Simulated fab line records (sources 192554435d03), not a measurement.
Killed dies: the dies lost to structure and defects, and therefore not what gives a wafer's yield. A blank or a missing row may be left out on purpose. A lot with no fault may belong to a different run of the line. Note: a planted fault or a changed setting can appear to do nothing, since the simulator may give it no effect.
The tool behind it: which one? :: flow n5-finfet :: 9 lots with 27 wafers sampled at 4 steps, on a route of 1938 steps

== WHAT EACH GAUGE READ, for each wafer ==
N5_BEOL_M0_SAQP_CD_MEAS_29: the cd target is 14.4 nm.
lot: L426
measured: day 5 14:36
on: cd-sem-02
cd-nm (nm): 15.31 15.05 15.33

lot: L428
measured: day 6 05:14
on: cd-sem-02
cd-nm (nm): 15.02 14.91 14.55

lot: L429
measured: day 6 10:52
on: cd-sem-02
cd-nm (nm): 15.02 15.04 14.96

lot: L436
measured: day 8 05:17
on: cd-sem-03
cd-nm (nm): 15.13 15.10 20.27

lot: L438
measured: day 8 17:20
on: cd-sem-02
cd-nm (nm): 14.76 14.91 14.68

lot: L437
measured: day 8 20:25
on: cd-sem-03
cd-nm (nm): 14.98 19.98 14.52

lot: L443
measured: day 9 17:31
on: cd-sem-01
cd-nm (nm): 15.06 15.29 15.75

lot: L445
measured: day 10 07:32
on: cd-sem-01
cd-nm (nm): 14.82 14.90 14.74

lot: L448
measured: day 11 15:00
on: cd-sem-03
cd-nm (nm): 14.84 15.24 15.24

== WHAT TOOL EACH LOT RAN ON (gives the tool, then ch and the chambers of the sampled wafers, and finally the start) ==
lot: L426
N5_BEOL_M0_SAQP_ETCH_101: rie-diel-04 ch 2,3, day 5 12:49
N5_BEOL_M0_SAQP_ETCH_107: rie-diel-05 ch 0,2,3, day 5 13:36
N5_BEOL_M0_SAQP_SPACER2_ALD_26: ald-sin-04 ch 0,2, day 5 13:51

lot: L428
N5_BEOL_M0_SAQP_ETCH_101: rie-diel-04 ch 0,3, day 6 03:24
N5_BEOL_M0_SAQP_ETCH_107: rie-diel-05 ch 1,2,3, day 6 04:14
N5_BEOL_M0_SAQP_SPACER2_ALD_26: ald-sin-02 ch 0,1,2, day 6 04:29

lot: L429
N5_BEOL_M0_SAQP_ETCH_101: rie-diel-03 ch 0,1, day 6 09:09
N5_BEOL_M0_SAQP_ETCH_107: rie-diel-05 ch 0,3, day 6 09:53
N5_BEOL_M0_SAQP_SPACER2_ALD_26: ald-sin-04 ch 0,1,2, day 6 10:07

lot: L436
N5_BEOL_M0_SAQP_ETCH_101: rie-diel-03 ch 0,1,3, day 8 03:13
N5_BEOL_M0_SAQP_ETCH_107: rie-diel-04 ch 0,2,3, day 8 03:57
N5_BEOL_M0_SAQP_SPACER2_ALD_26: ald-sin-02 ch 0,1,2, day 8 04:32

lot: L438
N5_BEOL_M0_SAQP_ETCH_101: rie-diel-05 ch 1,2,3, day 8 12:05
N5_BEOL_M0_SAQP_ETCH_107: rie-diel-04 ch 1,2,3, day 8 12:56
N5_BEOL_M0_SAQP_SPACER2_ALD_26: ald-sin-04 ch 0,1,3, day 8 16:36

lot: L437
N5_BEOL_M0_SAQP_ETCH_101: rie-diel-04 ch 0,1, day 8 18:28
N5_BEOL_M0_SAQP_ETCH_107: rie-diel-05 ch 0,2, day 8 19:11
N5_BEOL_M0_SAQP_SPACER2_ALD_26: ald-sin-02 ch 0,2,3, day 8 19:40

lot: L443
N5_BEOL_M0_SAQP_ETCH_101: rie-diel-04 ch 0,1,3, day 9 15:35
N5_BEOL_M0_SAQP_ETCH_107: rie-diel-05 ch 0,1,2, day 9 16:19
N5_BEOL_M0_SAQP_SPACER2_ALD_26: ald-sin-04 ch 0,2,3, day 9 16:46

lot: L445
N5_BEOL_M0_SAQP_ETCH_101: rie-diel-05 ch 1,2, day 10 05:46
N5_BEOL_M0_SAQP_ETCH_107: rie-diel-05 ch 0,2, day 10 06:33
N5_BEOL_M0_SAQP_SPACER2_ALD_26: ald-sin-04 ch 0,1,2, day 10 06:47

lot: L448
N5_BEOL_M0_SAQP_ETCH_101: rie-diel-04 ch 1,2, day 11 12:20
N5_BEOL_M0_SAQP_ETCH_107: rie-diel-04 ch 0,1,3, day 11 13:11
N5_BEOL_M0_SAQP_SPACER2_ALD_26: ald-sin-04 ch 0,3, day 11 14:11
- N5_BEOL_M0_SAQP_ETCH_101: etches SiNx in CH3F/O2, target depth 29.9 nm, time 42.7 s.
- N5_BEOL_M0_SAQP_ETCH_107: etches SiNx in CH3F/O2, target depth 30 nm.
- N5_BEOL_M0_SAQP_SPACER2_ALD_26: deposits SiO2, target thk 15 nm, pulse time 1 s, purge time 2 s.

== THE ANSWER, worked out from the rows above alone ==
Rule: the usual values come from the lots themselves. Put in order of their means at a reading, lots are off if they are a third of the lots or fewer, leave a main group of 4 or more, and stand apart from it by a gap of 3 or more times the standard deviation of the main group's means; of several such gaps the widest counts. A main group whose means are all the same, to the digits that the tables above print for the reading, isn't used. Also off: a lot with no number at a reading for which 4 or more lots have one. Any other lot the step has rows for is counted as sound.
Off: L436, L437, at N5_BEOL_M0_SAQP_CD_MEAS_29 (cd-nm). Mean 15.02 nm and standard deviation 0.21 in the main group.
If a tool, at a process step before that reading, ran all the lots that are off and no sound lot after the first of them, it fits. Those tools and the gauges at N5_BEOL_M0_SAQP_CD_MEAS_29 are tried in the same way. One fits: N5_BEOL_M0_SAQP_SPACER2_ALD_26 on ald-sin-02. A fault onset in the window from L428 (day 6 04:29, its last sound lot) to L436 (day 8 04:32, its first lot off) fits.

== WHAT THE SIMULATOR HAD PUT IN ==
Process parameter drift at N5_BEOL_M0_SAQP_SPACER2_ALD_26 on ald-sin-02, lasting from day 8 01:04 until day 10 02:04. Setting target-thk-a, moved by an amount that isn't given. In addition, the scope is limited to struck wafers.
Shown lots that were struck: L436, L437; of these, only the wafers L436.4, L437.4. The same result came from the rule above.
